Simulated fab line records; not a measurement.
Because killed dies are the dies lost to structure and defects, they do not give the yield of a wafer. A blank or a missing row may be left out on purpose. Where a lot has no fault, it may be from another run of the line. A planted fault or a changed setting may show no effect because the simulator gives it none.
fab line records    flow nand_harc    part 2 of 2: steps 28 to 31 of 31
record: lots: 5  wafers: 15  last_day: 31
route steps=1302 shown A_ONON_D1@437 A_CHANNEL_HOLE_D1@450
lots with no fault: from the same line, run without faults
start_h: hours from the record's first day to the start of the lot's first wafer shown    wait_h: hours since the lot's step before    " identical to the entry in the row above    L1.1+2: a row that stands for several wafers    - no value, or no start was given    * or withheld: withheld    < > ~ a bound
route shown NAME@n: NAME is a module with steps in the file, n the number in the route of the first one    usual: mean/standard deviation of fault-free wafers    same: alike in all rows    chamber/n: place in a boat    sites: the reading at each site    _std_site: the values' standard deviation    _edge_site: mean of outer sites minus mean of inner sites    radius_mm: for every site, how far away it sits from the centre of the wafer    mask NAME#n: copy n    behind: tool/chamber where the wafer was last shaped    hold: why the lot went on hold/how many hours it stayed there/how the hold came to an end    device: transistor that didn't switch, given as n, p or np    end of line: at the end of the route, the tests of the same wafers    for a step that has no rows: nothing shown but its recipe    killed: the dies lost at the first sort to structure and to defects; this is not the yield of the wafer    map: the dies of a wafer, with x for killed, . for not killed, _ for no die there
set.NAME: the run value of the setting; set.NAME@STEP: its run value at that earlier step    model.NAME: the simulator's own value behind a step, which no gauge read
lots at some steps of the route; a table a step, a row a wafer
services: a tool's chamber out of use, with start hour (start_h, from the record's first day; less than 0 if before it), hours out, and reason
== steps ==
step: NHARC_A_CHANNEL_HOLE_D1_DESCUM_15
recipe: time_s: 3  o2_flow_sccm: 200  ar_flow_sccm: 0  bias_power_w: 0  chemistry: O2
usual: drypump_motor_current_A: 5.7/0.65  mfc_ar_sccm: 0.005/0.0066  oes_product_au: 0.997/0.012  rf_vpp_V: 57.9/0.88  showerhead_plenum_p_Torr: 1.95/0.074  throttle_valve_pct: 11.311/0.0088
lot.wafer  tool         chamber  start_h  wait_h  drypump_motor_current_A  mfc_ar_sccm  oes_product_au  rf_hours_counter_h  rf_vpp_V  showerhead_plenum_p_Torr  throttle_valve_pct
L077.2     rie_diel-09  3        212.45   0.1     6.8                      0.017        0.997           7                   57.2      1.90                      11.298
L077.1     "            0        "        "       6.1                      0.011        1.001           7                   58.9      1.95                      11.301
L077.6     "            2        "        "       5.8                      0            0.995           -                   58.9      2.04                      11.327
L080.2     rie_diel-09  1        219.49   0.1     6.2                      0            0.979           8                   57.2      2.01                      11.302
L080.4     "            2        "        "       5.8                      0            0.977           8                   58.1      2.04                      11.305
L080.6     "            0        "        "       6.1                      0.011        0.994           -                   59.0      1.95                      11.301
L082.1     rie_diel-08  1        246.19   0.1     5.6                      0.002        1.008           24                  58.2      1.87                      11.307
L082.6     "            3        "        "       5.8                      0            1.007           -                   57.6      1.86                      11.312
L082.5     "            0        "        "       5.0                      0            0.998           -                   57.4      1.96                      11.311
L090.1     rie_diel-09  2        314.80   0.1     5.8                      0            1.004           0                   57.5      2.04                      11.305
L090.2     "            1        "        "       6.1                      0            0.979           0                   58.5      2.01                      11.317
L090.5     "            3        "        "       6.8                      0.017        0.997           -                   59.1      1.90                      11.310
L094.3     rie_diel-07  3        350.47   0.1     4.7                      0            1.021           25                  55.6      1.84                      11.319
L094.1     "            0        "        "       4.8                      0            0.974           22                  58.8      1.98                      11.309
L094.2     "            1        "        "       5.7                      0.014        0.996           20                  58.3      2.07                      11.290
step: NHARC_A_CHANNEL_HOLE_D1_ETCH_38
recipe: target_depth_a: 390  over_etch_frac: 0.3  time_s: 65  ion_energy_ev: 80  cf4_flow_sccm: 150  ar_flow_sccm: 0  rf_w: 300  bias_w: 100  chemistry: CF4
usual: drypump_motor_current_A: 5.7/0.62  mfc_ar_sccm: 0.004/0.0064  oes_product_au: 0.997/0.012  rf_vpp_V: 151.8/1.1  showerhead_plenum_p_Torr: 1.81/0.062  throttle_valve_pct: 13.283/0.0095
same: over_etch_frac: 0.3
lot.wafer  tool         chamber  start_h  wait_h  drypump_motor_current_A  mfc_ar_sccm  oes_product_au  rf_hours_counter_h  rf_vpp_V  showerhead_plenum_p_Torr  throttle_valve_pct
L077.2     rie_diel-09  1        212.53   0.1     6.2                      0            0.983           7                   152.6     1.85                      13.289
L077.1     "            3        "        "       6.8                      0.017        1.000           7                   152.8     1.76                      13.275
L077.6     "            1        "        "       6.2                      0            0.983           -                   151.6     1.85                      13.287
L080.4     rie_diel-09  2        219.57   0.1     5.8                      0            0.986           8                   152.4     1.88                      13.293
L080.2     "            1        "        "       6.2                      0            0.984           8                   151.0     1.85                      13.278
L080.6     "            3        "        "       6.8                      0.017        1.002           -                   151.1     1.76                      13.285
L082.1     rie_diel-08  1        246.31   0.1     5.6                      0.002        1.016           24                  149.4     1.73                      13.286
L082.6     "            0        "        "       5.0                      0            1.006           -                   150.8     1.81                      13.279
L082.5     "            1        "        "       5.6                      0.002        1.019           -                   152.4     1.73                      13.292
L090.1     rie_diel-09  1        314.88   0.1     6.2                      0            0.986           0                   153.5     1.85                      13.271
L090.2     "            2        "        "       5.7                      0            1.013           0                   154.3     1.88                      13.290
L090.5     "            1        "        "       6.2                      0            0.989           -                   153.5     1.85                      13.285
L094.2     rie_diel-07  1        350.69   0.2     5.7                      0.014        1.020           20                  153.1     1.90                      13.301
L094.1     "            2        "        "       6.1                      0            1.004           22                  151.4     1.83                      13.296
L094.3     "            0        "        "       4.8                      0            0.977           22                  153.1     1.83                      13.287
step: NHARC_A_CHANNEL_HOLE_D1_ETCH_39
recipe: target_depth_a: 2600  over_etch_frac: 0.3  time_s: 325  ion_energy_ev: 200  n2_flow_sccm: 150  h2_flow_sccm: 150  ar_flow_sccm: 0  rf_w: 400  bias_w: 150  chemistry: N2/H2
usual: drypump_motor_current_A: 5.8/0.62  mfc_ar_sccm: 0.005/0.0066  oes_product_au: 0.997/0.012  rf_vpp_V: 431.6/2.3  showerhead_plenum_p_Torr: 2.08/0.081  throttle_valve_pct: 14.171/0.0091
same: over_etch_frac: 0.3
lot.wafer  tool         chamber  start_h  wait_h  drypump_motor_current_A  mfc_ar_sccm  oes_product_au  rf_hours_counter_h  rf_vpp_V  showerhead_plenum_p_Torr  throttle_valve_pct
L077.2     rie_diel-09  1        -        -       6.2                      0            0.988           7                   432.9     2.14                      14.172
L077.1     "            3        "        "       6.8                      0.017        0.995           7                   430.5     2.03                      14.168
L077.6     "            2        "        "       5.8                      0            0.985           -                   434.7     2.18                      14.165
L080.4     rie_diel-09  2        -        -       5.8                      0            1.000           8                   433.1     2.18                      14.167
L080.2     "            3        "        "       6.8                      0.017        1.004           7                   429.1     2.03                      14.168
L080.6     "            1        "        "       6.2                      0            0.987           -                   433.4     2.14                      14.174
L082.1     rie_diel-08  1        -        -       5.6                      0.002        1.005           24                  428.3     2.00                      14.166
L082.5     "            3        "        "       5.8                      0            1.003           -                   427.9     1.98                      14.176
L082.6     "            0        "        "       5.0                      0            1.016           -                   431.4     2.10                      14.167
L090.1     rie_diel-09  0        -        -       6.1                      0.011        0.981           0                   431.3     2.08                      14.164
L090.2     "            1        "        "       6.2                      0            0.985           0                   432.6     2.14                      14.181
L090.5     "            0        "        "       6.1                      0.011        0.989           -                   433.7     2.08                      14.161
L094.3     rie_diel-07  1        -        -       5.7                      0.014        1.001           20                  436.0     2.21                      14.173
L094.1     "            2        "        "       6.1                      0            1.019           22                  433.2     2.11                      14.167
L094.2     "            0        "        "       4.8                      0            0.972           23                  431.8     2.11                      14.186
step: NHARC_A_CHANNEL_HOLE_D1_ETCH_34
recipe: target_depth_a: 1540  time_s: 77  cf4_flow_sccm: 100  chf3_flow_sccm: 30  ar_flow_sccm: 0  rf_w: 500  bias_w: 200  chemistry: CF4/CHF3
usual: drypump_motor_current_A: 5.8/0.63  mfc_ar_sccm: 0.005/0.0068  oes_product_au: 0.946/0.023  rf_vpp_V: 371.6/2.1  showerhead_plenum_p_Torr: 1.60/0.057  throttle_valve_pct: 16.802/0.0093
lot.wafer  tool         chamber  start_h  wait_h  drypump_motor_current_A  mfc_ar_sccm  oes_product_au  rf_hours_counter_h  rf_vpp_V  showerhead_plenum_p_Torr  throttle_valve_pct
L077.1     rie_diel-09  2        -        -       5.8                      0            0.948           7                   373.7     1.67                      16.807
L077.2     "            1        "        "       6.2                      0            0.971           7                   373.4     1.65                      16.789
L077.6     "            3        "        "       6.8                      0.017        0.956           -                   370.3     1.56                      16.781
L080.4     rie_diel-09  3        -        -       6.8                      0.017        0.921           8                   370.6     1.56                      16.792
L080.2     "            1        "        "       6.2                      0            0.914           8                   373.3     1.65                      16.805
L080.6     "            3        "        "       6.8                      0.017        0.923           -                   369.3     1.56                      16.801
L082.1     rie_diel-08  2        -        -       6.1                      0            0.949           20                  368.5     1.51                      16.791
L082.6     "            3        "        "       5.8                      0            0.956           -                   368.8     1.53                      16.804
L082.5     "            0        "        "       5.0                      0            0.959           -                   370.6     1.61                      16.807
L090.2     rie_diel-09  0        -        -       6.0                      0.011        0.977           1                   370.5     1.60                      16.802
L090.1     "            2        "        "       5.8                      0            0.960           1                   372.9     1.67                      16.784
L090.5     "            1        "        "       6.2                      0            0.960           -                   373.2     1.65                      16.802
L094.1     rie_diel-07  2        -        -       6.1                      0            0.960           22                  372.3     1.63                      16.796
L094.2     "            3        "        "       4.7                      0            0.964           25                  368.9     1.52                      16.803
L094.3     "            1        "        "       5.7                      0.014        0.968           20                  375.1     1.69                      16.797
== services ==
tool             chamber  start_h  hours  kind
pecvd-04         -        188.47   1.3    repair
pecvd-02         -        191.87   0.7    repair
pecvd_onon-03    -        203.00   13.0   pm
pecvd-02         -        203.37   13.0   pm
arfi_scanner-01  -        215.86   0.9    repair
arfi_scanner-01  -        228.00   4.0    pm
pecvd_onon-01    -        245.00   13.0   pm
pecvd-04         -        245.44   13.0   pm
pecvd-01         2        250.12   6.0    repair
pecvd-01         -        254.87   1.4    repair
rie_diel-07      -        270.46   9.0    pm
rie_diel-08      2        276.16   7.6    repair
acl_dep-03       -        278.54   13.0   pm
pecvd-01         -        287.26   13.0   pm
rie_diel-09      -        296.18   9.0    pm
arfi_scanner-03  -        298.22   1.9    repair
litho_track-01   -        306.00   7.0    pm
pecvd-01         0        306.40   10.8   repair
pecvd-01         -        320.91   0.9    repair
arfi_scanner-01  -        326.85   19.4   repair
litho_track-06   -        330.00   7.0    pm
pecvd-01         -        334.89   3.2    repair
pecvd_onon-02    -        342.00   13.0   pm
rie_diel-08      -        344.08   9.0    pm
